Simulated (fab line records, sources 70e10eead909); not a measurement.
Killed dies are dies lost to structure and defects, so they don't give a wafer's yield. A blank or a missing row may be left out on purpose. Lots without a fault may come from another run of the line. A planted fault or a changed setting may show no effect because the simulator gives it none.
A struck lot beside a sound one | flow nand_harc | 14 steps out of a route of 1302
Sound: wafers L832.1, L832.3, L832.4. Struck: wafer L844.4. (L844.2, L844.6 of the same lot were not struck and are left out.) The cause comes at the end.
At each step with rows: each side's tool, then ch and its chambers, then its first start. Under that, the readings that differ: sound wafers | struck wafers | difference of the means | sigmas: that difference in standard deviations of wafers without a fault.
alike: readings whose means differ by less than 2 such deviations, and words and numbers that are the same on both sides. not compared: withheld readings, readings that some wafer has no value for, bounds like >300 that may hide the same value, and numbers for which the record gives no deviation and whose values overlap.
The two part at a step that has a row with sigmas, a row that says differs or no value, or rows on one side only. Numbers that don't overlap but have no deviation are shown without sigmas and don't part them. A reading that every wafer of one side lacks parts them only if that side has two wafers or more.

first, 2 steps without rows for these wafers: NHARC_A_SOURCE_PLATE_SRD_01; NHARC_A_SOURCE_PLATE_OXIDE_02 (material SiO2, target thk 10 nm, ox time 1362 s).
NHARC_A_SOURCE_PLATE_THK_MEAS_09: measures by ellipsometry.
  sound on film_metro-02, day 8 15:02; struck on film_metro-01, day 14 00:17
  alike: thk_nm
then, 3 steps without rows for these wafers: NHARC_A_SOURCE_PLATE_PVD_04 (deposits WSi2, target thk 50 nm); NHARC_A_SOURCE_PLATE_CVD_03 (deposits poly-Si, target thk 200 nm, time 4000 s); NHARC_A_SOURCE_PLATE_ANNEAL_05 (time 1800 s).
NHARC_A_SOURCE_PLATE_THK_MEAS_06: measures by ellipsometry.
  sound on film_metro-01, day 9 04:42; struck on film_metro-02, day 14 15:02
  alike: thk_nm
NHARC_A_SOURCE_PLATE_INSPECT_08:
  sound on defect_inspect-02, day 9 04:47; struck on defect_inspect-01, day 14 15:07
  alike: raw_defect_count
then, 1 step without rows for these wafers: NHARC_A_ONON_D1_DEP_00 (target thk 1000 nm).
NHARC_A_ONON_D1_THK_MEAS_02: measures by ellipsometry.
  sound on film_metro-01, day 9 05:23; struck on film_metro-01, day 14 15:41
  alike: thk_nm
NHARC_A_ONON_D1_DEP_03: target thk 1000 nm.
  sound on pecvd_onon-01 ch 0, day 9 05:26; struck on pecvd_onon-04 ch 0, day 14 15:48
  alike: n2_flow_sccm
NHARC_A_ONON_D1_THK_MEAS_05: measures by ellipsometry.
  sound on film_metro-02, day 9 05:58; struck on film_metro-01, day 14 16:15
  reading     | sound          | struck | difference | sigmas
  thk_nm (nm) | 1003 1002 1001 | 1561   | +559       | +56
then, 1 step without rows for these wafers: NHARC_A_ONON_D1_DEP_06 (target thk 1000 nm).
-- the record jumps here: 17 days lie between the struck wafers' starts before and after (it left off in module A_ONON_D1 and takes up again in module END, whose first step shown is number 1302 of the route) --
NHARC_END_SORT_01:
  sound on prober-01 ch 0, day 25 13:46; struck on prober-02 ch 0, day 31 21:58
  reading         | sound     | struck | difference | sigmas
  killed_at_array | 97 87 90  | 672    | +581       | +22
  killed_dies     | 101 89 91 | 677    | +583       | +21
  alike: killed_at_other, killed_at_periphery, killed_open, killed_short

WHERE THEY PART
First at NHARC_A_ONON_D1_THK_MEAS_05; last, within this record, at NHARC_END_SORT_01.

WHY: what the simulator had put in
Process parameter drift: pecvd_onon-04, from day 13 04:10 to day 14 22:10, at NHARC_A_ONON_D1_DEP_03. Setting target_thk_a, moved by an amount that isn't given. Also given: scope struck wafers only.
